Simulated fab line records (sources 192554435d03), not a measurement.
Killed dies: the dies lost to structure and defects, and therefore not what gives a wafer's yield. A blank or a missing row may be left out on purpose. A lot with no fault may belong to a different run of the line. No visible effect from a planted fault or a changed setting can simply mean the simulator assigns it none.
fab line records	flow n5_finfet
[record] lots = 11	wafers = 33	last_day = 17
route steps=1938 shown BEOL_M7@1323 BEOL_M15@1813 MIM_BOT_LITHO@1863 PASSIVATION@1936
lots that met no fault: taken from a fault-free run of the same line
start_h: hours from the record's first day to the start of the lot's first wafer shown	wait_h: how many hours have passed since the lot's step before this one	" same as the row above	L1.1+2: one row covering several wafers at once	- no value, or no start given	* or withheld: withheld	< > ~ a bound
route shown NAME@n: names a module that has steps shown in the file, with the first one's number in the route	usual: mean/standard deviation of fault-free wafers	same: alike in all rows	chamber/n: place in a boat	sites: the reading at each site	_std_site: standard deviation across them	_edge_site: inner sites' mean taken away from outer sites' mean	radius_mm: for every site, how far away it sits from the centre of the wafer	mask NAME#n: copy n	behind: tool/chamber where the wafer was last shaped	hold: what put the lot on hold/how long, in hours/how the hold closed	device: transistor that didn't switch, given as n, p or np	end of line: the tests these same wafers got at the end of their route	where a step has no rows: the recipe by itself	killed: at the first sort, the dies lost to defects and structure; wafer yield is something else	map: the dies of a wafer, with x for killed, . for not killed, _ for no die there
set.NAME: the setting that was run; set.NAME@STEP: the one run at that earlier step	model.NAME: the simulator's own value behind a step, which no gauge read
route steps across a sampled set of lots; one table per step, one row per wafer
services: from which hour (start_h, from the record's first day; less than 0 if before it) a tool's chamber was out of use, for how many hours, and why
[[steps]]
[step N5_BEOL_M7_SPUTTER_48]
[recipe] material = Cu	target_thk_a = 100	temp_c = -20	bias_v = 60	power_w = 26000	chamber_pressure_pa = 0.13	time_s = 1.667
[usual] cathode_dc_power_W = 26000/4.7	throttle_valve_pct = 30.0/0.98
lot.wafer	tool	chamber	start_h	wait_h	cathode_dc_power_W	throttle_valve_pct
L293.1	pvd_sputter-01	-	201.23	0.1	26010	30.0
L293.2	"	-	"	"	26004	30.6
L293.3	"	-	"	"	26003	30.5
L294.1	pvd_sputter-02	-	206.57	1.2	25995	30.2
L294.2	"	-	"	"	25994	28.9
L294.4	"	-	"	"	26001	28.9
L295.1	pvd_sputter-02	-	207.92	0.1	26003	28.9
L295.2	"	-	"	"	25998	31.9
L295.4	"	-	"	"	25990	30.0
L298.1	pvd_sputter-01	-	218.92	0.1	26004	29.5
L298.2	"	-	"	"	26007	30.5
L298.3	"	-	"	"	26003	30.1
L300.1	pvd_sputter-03	-	236.62	0.1	25997	31.4
L300.2	"	-	"	"	25997	28.4
L300.6	"	-	"	"	26001	29.6
L299.2	pvd_sputter-03	-	237.14	0.1	25995	29.7
L299.5	"	-	"	"	25998	28.0
L299.6	"	-	"	"	25999	31.0
L303.1	pvd_sputter-01	-	256.73	0.1	25998	30.1
L303.3	"	-	"	"	25996	29.4
L303.6	"	-	"	"	25991	30.1
L310.1	pvd_sputter-02	-	299.15	0.2	25991	30.5
L310.5	"	-	"	"	25998	30.3
L310.6	"	-	"	"	26002	28.7
L312.1	pvd_sputter-02	-	311.31	0.1	25999	28.9
L312.2	"	-	"	"	25987	30.6
L312.4	"	-	"	"	26008	28.6
L315.2	pvd_sputter-01	-	324.50	0.1	26001	30.9
L315.4	"	-	"	"	25999	29.9
L315.6	"	-	"	"	25994	30.9
L316.3	pvd_sputter-01	-	334.07	0.1	25992	29.5
L316.4	"	-	"	"	26006	30.7
L316.5	"	-	"	"	25990	29.7
[step N5_BEOL_M15_STRIP_37]
[recipe] chemistry = O2	power_w = 600	temp_c = 60	pressure_mtorr = 30	rf_frequency_hz = 6e+07	bias_power_w = 0	overash_fraction = 0.3	o2_flow_sccm = 225
[usual] drypump_motor_current_A = 5.6/0.47	oes_product_au = 0.80/0.094	rf_vpp_V = 3.8/0.65	showerhead_plenum_p_Torr = 2.11/0.071	throttle_valve_pct = 16.65/0.22
[same] overash_fraction = 0.3
lot.wafer	tool	chamber	start_h	wait_h	drypump_motor_current_A	oes_product_au	rf_hours_counter_h	rf_vpp_V	showerhead_plenum_p_Torr	throttle_valve_pct
L293.1	rie_diel-05	1	-	-	5.0	0.69	234	4.0	2.15	16.61
L293.2	"	3	"	"	5.5	0.72	190	4.5	2.00	16.85
L293.3	"	2	"	"	6.4	0.67	243	3.0	1.99	17.09
L295.1	rie_diel-03	1	-	-	5.4	0.77	133	4.0	2.10	16.55
L295.2	"	0	"	"	5.5	0.78	126	4.4	2.11	16.68
L295.4	"	2	"	"	4.8	0.90	30	3.5	2.14	16.57
L294.1	rie_diel-03	1	-	-	5.5	0.78	135	3.2	2.10	16.57
L294.2	"	2	"	"	4.9	0.91	33	4.6	2.14	16.56
L294.4	"	3	"	"	5.4	0.69	228	3.8	2.06	16.73
L298.1	rie_diel-02	1	-	-	5.4	0.85	57	2.9	2.14	16.47
L298.2	"	3	"	"	5.8	0.72	197	3.5	2.17	16.78
L298.3	"	0	"	"	5.9	0.88	53	4.7	2.21	16.15
L299.2	rie_diel-02	2	-	-	5.2	0.75	188	4.4	2.09	16.87
L299.5	"	2	"	"	5.2	0.74	-	3.3	2.09	16.87
L299.6	"	0	"	"	5.9	0.88	-	4.3	2.21	16.17
L300.1	rie_diel-05	3	-	-	5.5	0.72	207	3.9	1.99	16.87
L300.2	"	0	"	"	6.5	0.93	16	3.7	2.06	16.66
L300.6	"	3	"	"	5.5	0.70	-	3.7	1.99	16.85
L303.1	rie_diel-05	1	-	-	5.0	0.69	249	5.0	2.14	16.65
L303.3	"	0	"	"	6.4	0.93	21	3.8	2.05	16.64
L303.6	"	0	"	"	6.4	0.92	-	3.4	2.05	16.66
L310.1	rie_diel-02	1	-	-	5.4	0.82	78	4.3	2.13	16.52
L310.5	"	0	"	"	5.9	0.85	-	3.8	2.20	16.24
L310.6	"	3	"	"	5.8	0.71	-	4.7	2.17	16.81
L312.1	rie_diel-05	0	-	-	6.4	0.89	42	3.7	2.05	16.68
L312.2	"	1	"	"	5.1	0.97	10	4.0	2.14	16.21
L312.4	"	2	"	"	6.3	0.90	25	4.0	2.24	16.67
L315.2	rie_diel-03	0	-	-	5.6	0.76	164	4.7	2.10	16.72
L315.4	"	2	"	"	4.8	0.85	72	5.3	2.13	16.63
L315.6	"	1	"	"	5.4	0.74	-	3.8	2.08	16.63
L316.3	rie_diel-02	0	-	-	5.9	0.84	89	4.8	2.20	16.23
L316.4	"	3	"	"	5.8	0.70	229	3.8	2.16	16.82
L316.5	"	3	"	"	5.8	0.70	-	4.3	2.16	16.83
[step N5_BEOL_M15_DEP_53]
[recipe] material = SiCN	target_thk_a = 500	temp_c = withheld	precursor = 3MS/NH3	pressure_torr = 3	rf_w = 675	time_s = 17.8
[usual] showerhead_plenum_p_Torr = 4.169/0.014	throttle_valve_pct = 17.7/0.86
lot.wafer	tool	chamber	start_h	wait_h	showerhead_plenum_p_Torr	throttle_valve_pct
L293.1	pecvd-03	2	258.16	0.0	4.165	18.4
L293.2	"	1	"	"	4.169	18.6
L293.3	"	0	"	"	4.158	15.9
L295.1	pecvd-04	1	269.40	0.0	4.167	19.0
L295.2	"	0	"	"	4.191	17.2
L295.4	"	1	"	"	4.169	18.5
L294.1	pecvd-03	0	274.70	0.0	4.147	16.0
L294.2	"	2	"	"	4.173	18.1
L294.4	"	0	"	"	4.152	16.3
L298.1	pecvd-03	0	282.10	0.0	4.140	15.8
L298.2	"	2	"	"	4.189	18.2
L298.3	"	1	"	"	4.172	18.4
L299.2	pecvd-04	0	293.40	0.0	4.184	17.5
L299.5	"	2	"	"	4.165	17.3
L299.6	"	1	"	"	4.172	18.9
L300.1	pecvd-04	1	296.51	0.0	4.173	18.9
L300.2	"	2	"	"	4.158	17.1
L300.6	"	1	"	"	4.167	18.9
L303.1	pecvd-01	0	313.00	0.0	4.177	17.5
L303.3	"	2	"	"	4.179	17.1
L303.6	"	2	"	"	4.190	17.7
L310.1	pecvd-03	0	361.47	0.0	4.154	16.1
L310.5	"	0	"	"	4.151	16.3
L310.6	"	2	"	"	4.188	18.6
L312.1	pecvd-03	2	378.06	0.0	4.180	18.6
L312.2	"	0	"	"	4.153	16.3
L312.4	"	2	"	"	4.186	18.3
L315.2	pecvd-03	0	386.12	0.0	4.150	16.3
L315.4	"	1	"	"	4.152	18.3
L315.6	"	0	"	"	4.150	16.0
L316.3	pecvd-04	2	398.72	0.0	4.164	16.9
L316.4	"	2	"	"	4.148	17.5
L316.5	"	0	"	"	4.175	17.5
[step N5_MIM_BOT_LITHO_OVL_MEAS_11]
[recipe] points_per_wafer = 44
[usual] MIM_BOT_OVL = -1/5.3
lot.wafer	tool	chamber	start_h	wait_h	MIM_BOT_OVL[nm]
L293.1	overlay-01	0	262.43	0.0	5
L293.2	"	0	"	"	2
L293.3	"	0	"	"	-3
L295.1	overlay-01	0	274.14	0.0	-7
L295.2	"	0	"	"	-2
L295.4	"	0	"	"	-5
L294.1	overlay-02	0	279.54	0.0	-1
L294.2	"	0	"	"	5
L294.4	"	0	"	"	6
L298.1	overlay-02	0	285.70	0.0	-11
L298.2	"	0	"	"	-6
L298.3	"	0	"	"	-6
L299.2	overlay-01	0	298.47	0.0	-8
L299.5	"	0	"	"	-7
L299.6	"	0	"	"	-5
L300.1	overlay-01	0	301.35	0.0	-7
L300.2	"	0	"	"	-4
L300.6	"	0	"	"	-10
L303.1	overlay-02	0	317.21	0.0	-2
L303.3	"	0	"	"	-6
L303.6	"	0	"	"	1
L310.1	overlay-01	0	369.61	0.0	-11
L310.5	"	0	"	"	-5
L310.6	"	0	"	"	-15
L312.1	overlay-02	0	382.86	0.0	-7
L312.2	"	0	"	"	-5
L312.4	"	0	"	"	-5
L315.2	overlay-02	0	390.92	0.0	3
L315.4	"	0	"	"	2
L315.6	"	0	"	"	-3
L316.3	overlay-01	0	403.86	0.0	3
L316.4	"	0	"	"	9
L316.5	"	0	"	"	-3
[step N5_PASSIVATION_PROBE_49]
[usual] defect_limited_yield = 91.5/1.4	killed_at_M0_to_M3 = 33/10	killed_at_M4_up = 13/5	killed_at_contacts = 13/5.6	killed_at_front_end = 38/12	killed_at_other = 3.9/2.7	killed_dies = 100/16	killed_on_rim = 13/4	killed_open = 66/13	killed_short = 32/7.2	sort_bin_5_function = 5.0/0.97	sort_bin_6_memory = 3.2/0.61	sort_n_pass = 1080/16	sort_yield_pct = 91.5/1.4
[same] gross_dies = 1180	killed_at_back_side = 0	sort_bin_4_leakage[%] = 0	sort_bin_8_speed[%] = 0
lot.wafer	tool	chamber	start_h	wait_h	defect_limited_yield[%]	killed_at_M0_to_M3	killed_at_M4_up	killed_at_contacts	killed_at_front_end	killed_at_other	killed_dies	killed_on_rim	killed_open	killed_short	sort_bin_5_function[%]	sort_bin_6_memory[%]	sort_n_pass	sort_yield_pct[%]
L310.1	prober-01	-	379.30	0.0	84.6	27	96	23	28	8	182	30	72	20	8.6	3.8	998	84.6
L310.5	prober-01	-	379.50	0.2	85.9	42	95	8	15	6	166	29	48	28	8.6	2.9	1014	85.9
L310.6	prober-01	-	379.55	0.3	80.6	41	136	13	31	8	229	30	60	38	10.6	4.7	951	80.6
L312.1	prober-02	-	392.38	0.0	80.4	25	143	10	49	4	231	24	67	31	11.7	3.4	949	80.4
L312.2	prober-02	-	392.43	0.1	86.2	20	100	7	31	5	163	30	44	25	7.8	3.2	1017	86.2
L312.4	prober-02	-	392.53	0.2	82.5	37	117	21	28	3	206	42	69	35	9.3	4.7	974	82.5
// killed by level:class
L310.1 BEOL_M7:unspecified=88 MOL_CONTACT_COAG:geometric_particle:open=21 STI_FIN_REVEAL:geometric_particle:open=14 BEOL_M0_SAQP:geometric_particle:open=8 BEOL_M1:geometric_particle:open=5 DUMMY_GATE:geometric_particle:open=5 BEOL_M0_SAQP:geometric_particle:short=5 BEOL_M2:geometric_particle:short=3
L310.5 BEOL_M7:unspecified=89 BEOL_M1:geometric_particle:open=15 BEOL_M0_SAQP:geometric_particle:short=9 MOL_CONTACT_COAG:geometric_particle:open=5 BEOL_M0_SAQP:geometric_particle:open=5 DUMMY_GATE:geometric_particle:open=4 BEOL_M1:geometric_particle:short=4 MOL_CONTACT_COAG:geometric_particle:short=3
L310.6 BEOL_M7:unspecified=126 BEOL_M1:geometric_particle:open=16 MOL_CONTACT_COAG:geometric_particle:open=12 BEOL_M0_SAQP:geometric_particle:short=10 GATE_CUT:geometric_particle:short=6 DUMMY_GATE:geometric_particle:open=5 BEOL_M2:geometric_particle:open=5 STARTING-WAFER:geometric_particle:short=4
L312.1 BEOL_M7:unspecified=132 STI_FIN_REVEAL:geometric_particle:open=17 FIN_SAQP:geometric_particle:open=7 FIN_SAQP:geometric_particle:short=7 MOL_CONTACT_COAG:geometric_particle:open=7 STI_FIN_REVEAL:geometric_particle:short=6 BEOL_M1:geometric_particle:open=6 BEOL_M0_SAQP:geometric_particle:short=5
L312.2 BEOL_M7:unspecified=92 FIN_SAQP:geometric_particle:short=10 FIN_SAQP:geometric_particle:open=9 MOL_CONTACT_COAG:geometric_particle:open=6 BEOL_M3:geometric_particle:open=5 STARTING-WAFER:geometric_particle:short=4 BEOL_M1:geometric_particle:open=3 BEOL_M2:geometric_particle:short=3
L312.4 BEOL_M7:unspecified=99 MOL_CONTACT_COAG:geometric_particle:open=11 BEOL_M2:geometric_particle:open=11 MOL_CONTACT_COAG:geometric_particle:short=10 DUMMY_GATE:geometric_particle:open=8 BEOL_M1:geometric_particle:open=8 BEOL_M4:geometric_particle:open=7 BEOL_M0:geometric_particle:open=6
[[services]]
tool	chamber	start_h	hours	kind
pecvd-04	2	196.29	4.3	repair
pecvd-04	2	200.63	2.1	scheduled_down
pecvd-04	0	202.76	5.5	scheduled_down
pecvd-04	0	208.30	5.5	scheduled_down
rie_diel-05	0	215.24	3.8	repair
pecvd-04	0	218.92	5.0	scheduled_down
pecvd-01	2	232.62	4.2	repair
rie_diel-05	0	241.21	-	clean
rie_diel-05	0	241.21	-	consumable_replace:focus_ring
rie_diel-05	0	241.21	16.2	scheduled_down
rie_diel-02	-	243.38	28.1	pm
rie_diel-05	-	253.86	0.2	repair
pecvd-03	-	286.97	14.6	pm
rie_diel-02	3	290.29	7.6	repair
rie_diel-02	1	297.44	11.5	repair
rie_diel-03	0	312.23	12.7	repair
pecvd-04	-	335.87	1.0	repair
pvd_sputter-02	-	346.69	2.1	repair
pecvd-03	1	353.07	5.5	scheduled_down
pvd_sputter-03	-	357.26	3.2	repair
pecvd-04	-	360.30	2.8	pm
pvd_sputter-03	-	361.68	0.8	repair
rie_diel-05	1	367.43	4.6	repair
pecvd-01	-	369.92	28.1	pm
[[key]]
[first_sign] step = N5_PASSIVATION_PROBE_49	reading = killed_at_M4_up	direction = up	sigmas = 20	usual = 13	struck = 114
[effect] step = N5_PASSIVATION_PROBE_49	reading = defect_limited_yield	direction = down	sigmas = 5.8	usual = 91.5	struck = 83.4
[more_kills_born_at] N5_BEOL_M7_SPUTTER_48@pvd_sputter-02 = 626
met_at N5_BEOL_M7_SPUTTER_48
struck_lots L310,L312
not_acting_at N5_BEOL_M15_STRIP_37,N5_BEOL_M15_DEP_53,N5_MIM_BOT_LITHO_OVL_MEAS_11
onset_between 207.92 299.15
[fault] kind = chamber_particle_source	tool = pvd_sputter-02	chamber = -	onset_h = 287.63	steps = N5_BEOL_M7_SPUTTER_48	rate_per_visit_cm2 = 1.9821	end_h = 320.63
